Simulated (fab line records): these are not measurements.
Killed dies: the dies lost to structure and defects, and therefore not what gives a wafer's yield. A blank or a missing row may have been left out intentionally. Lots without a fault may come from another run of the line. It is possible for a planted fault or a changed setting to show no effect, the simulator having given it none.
Matching of chambers :: flow nand_harc :: NHARC_A_SGD_CUT_ETCHBACK_24 on rie_diel-13 has 4 sister chambers
The step etches the open film in CH3F/O2, target depth 50 nm, time 92.857 s. 14 wafers are shown with their chamber, then 7 later ones without.

## WAFERS WITH THEIR CHAMBER
wafer: L079.1
chamber: 2
showerhead_plenum_p_Torr (Torr): 2.30
drypump_motor_current_A (A): 6.1
rf_vpp_V (V): 241.7

wafer: L079.4
chamber: 0
showerhead_plenum_p_Torr (Torr): 2.58
drypump_motor_current_A (A): 6.5
rf_vpp_V (V): 245.0

wafer: L079.5
chamber: 2
showerhead_plenum_p_Torr (Torr): 2.30
drypump_motor_current_A (A): 6.1
rf_vpp_V (V): 242.4

wafer: L080.2
chamber: 3
showerhead_plenum_p_Torr (Torr): 2.53
drypump_motor_current_A (A): 5.5
rf_vpp_V (V): 247.2

wafer: L080.4
chamber: 2
showerhead_plenum_p_Torr (Torr): 2.30
drypump_motor_current_A (A): 6.1
rf_vpp_V (V): 240.2

wafer: L080.6
chamber: 1
showerhead_plenum_p_Torr (Torr): 2.53
drypump_motor_current_A (A): 5.9
rf_vpp_V (V): 244.6

wafer: L081.3
chamber: 3
showerhead_plenum_p_Torr (Torr): 2.53
drypump_motor_current_A (A): 5.6
rf_vpp_V (V): 246.8

wafer: L081.4
chamber: 2
showerhead_plenum_p_Torr (Torr): 2.30
drypump_motor_current_A (A): 6.1
rf_vpp_V (V): 242.3

wafer: L081.5
chamber: 3
showerhead_plenum_p_Torr (Torr): 2.53
drypump_motor_current_A (A): 5.6
rf_vpp_V (V): 246.7

wafer: L087.2
chamber: 3
showerhead_plenum_p_Torr (Torr): 2.53
drypump_motor_current_A (A): 5.6
rf_vpp_V (V): 245.0

wafer: L087.3
chamber: 2
showerhead_plenum_p_Torr (Torr): 2.29
drypump_motor_current_A (A): 6.1
rf_vpp_V (V): 243.3

wafer: L087.6
chamber: 2
showerhead_plenum_p_Torr (Torr): 2.30
drypump_motor_current_A (A): 6.1
rf_vpp_V (V): 241.5

wafer: L089.3
chamber: 2
showerhead_plenum_p_Torr (Torr): 2.30
drypump_motor_current_A (A): 6.1
rf_vpp_V (V): 243.4

wafer: L089.4
chamber: 0
showerhead_plenum_p_Torr (Torr): 2.58
drypump_motor_current_A (A): 6.5
rf_vpp_V (V): 246.7

SIGNATURES (means of the wafers above)
reading: showerhead_plenum_p_Torr
chamber 0: 2.5800
chamber 1: 2.5300
chamber 2: 2.2986
chamber 3: 2.5300
scatter within a chamber: 0.00293

reading: drypump_motor_current_A
chamber 0: 6.500
chamber 1: 5.900
chamber 2: 6.100
chamber 3: 5.575
scatter within a chamber: 0.0274

reading: rf_vpp_V
chamber 0: 245.850
chamber 1: 244.600
chamber 2: 242.114
chamber 3: 246.425
scatter within a chamber: 1.08
Rule: for a wafer and a chamber, the distance is found by dividing, reading by reading, the gap between the wafer's reading and the chamber's mean by the reading's scatter, squaring, summing and taking the root. The wafer belongs to the nearest chamber; if the next one is less than 2 further off, it can't be placed. The scatter is the square root of a quotient: the sum, over the shown wafers, of each reading's squared deviation from its chamber's mean, divided by wafers minus chambers.

## WAFERS WITH NO CHAMBER GIVEN
wafer: L089.5
showerhead_plenum_p_Torr (Torr): 2.29
drypump_motor_current_A (A): 6.1
rf_vpp_V (V): 241.5

wafer: L093.2
showerhead_plenum_p_Torr (Torr): 2.53
drypump_motor_current_A (A): 5.6
rf_vpp_V (V): 245.0

wafer: L093.3
showerhead_plenum_p_Torr (Torr): 2.53
drypump_motor_current_A (A): 5.9
rf_vpp_V (V): 245.2

wafer: L093.4
showerhead_plenum_p_Torr (Torr): 2.29
drypump_motor_current_A (A): 6.1
rf_vpp_V (V): 241.8

wafer: L097.1
showerhead_plenum_p_Torr (Torr): 2.58
drypump_motor_current_A (A): 6.5
rf_vpp_V (V): 245.7

wafer: L097.3
showerhead_plenum_p_Torr (Torr): 2.29
drypump_motor_current_A (A): 6.1
rf_vpp_V (V): 242.3

wafer: L097.5
showerhead_plenum_p_Torr (Torr): 2.29
drypump_motor_current_A (A): 6.1
rf_vpp_V (V): 240.3

## CHAMBER TAKEN BY EACH
wafer: L089.5
from the rows above: 2
in truth: 2

wafer: L093.2
from the rows above: 3
in truth: 3

wafer: L093.3
from the rows above: 1
in truth: 1

wafer: L093.4
from the rows above: 2
in truth: 2

wafer: L097.1
from the rows above: 0
in truth: 0

wafer: L097.3
from the rows above: 2
in truth: 2

wafer: L097.5
from the rows above: 2
in truth: 2
Placed correctly: 7 of 7. From these rows, 0 cannot be placed. Placed wrongly: 0.
